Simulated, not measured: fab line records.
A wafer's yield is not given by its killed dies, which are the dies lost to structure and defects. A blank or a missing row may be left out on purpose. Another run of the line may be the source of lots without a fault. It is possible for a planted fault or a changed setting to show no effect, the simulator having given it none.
Chamber matching -- flow nand harc -- NHARC_A_M1_STRIP_18 on rie diel-13 has 4 sister chambers
The step strips in N2/H2. 4 wafers are shown with their chamber, then 11 later ones without.

## WAFERS, EACH WITH ITS CHAMBER
wafer,chamber,drypump motor current A (A)
L090.1,1,5.4
L092.2,2,5.1
L092.3,0,5.9
L094.1,3,5.6

## WAFERS WITHOUT THEIR CHAMBER
wafer,drypump motor current A (A)
L094.2,5.1
L094.3,5.9
L094.4,5.4
L094.5,5.1
L094.6,5.6
L096.2,5.6
L096.5,5.9
L096.6,5.4
L097.1,5.9
L097.3,5.4
L097.5,5.7

## WHICH CHAMBER EACH ONE RAN IN
wafer,from the rows above,in truth
L094.2,2,2
L094.3,0,0
L094.4,1,1
L094.5,2,2
L094.6,3,3
L096.2,3,3
L096.5,0,0
L096.6,1,1
L097.1,0,0
L097.3,1,1
L097.5,3,3
11 of 11 placed correctly. Not placeable from these rows: 0. 0 placed wrongly.
How it was worked out, from the rows above alone: a wafer's distance from a chamber is the root of the sum, over the readings, of the square of ((its reading less the chamber's mean) divided by the reading's scatter). If the next closest chamber is less than 2 further off than the closest, the wafer can't be placed; otherwise it belongs to the closest. The mean given for a chamber averages the wafers shown for that chamber. The scatter: root of mean squared gap, hidden wafer to nearest shown wafer, with one shown wafer a chamber.
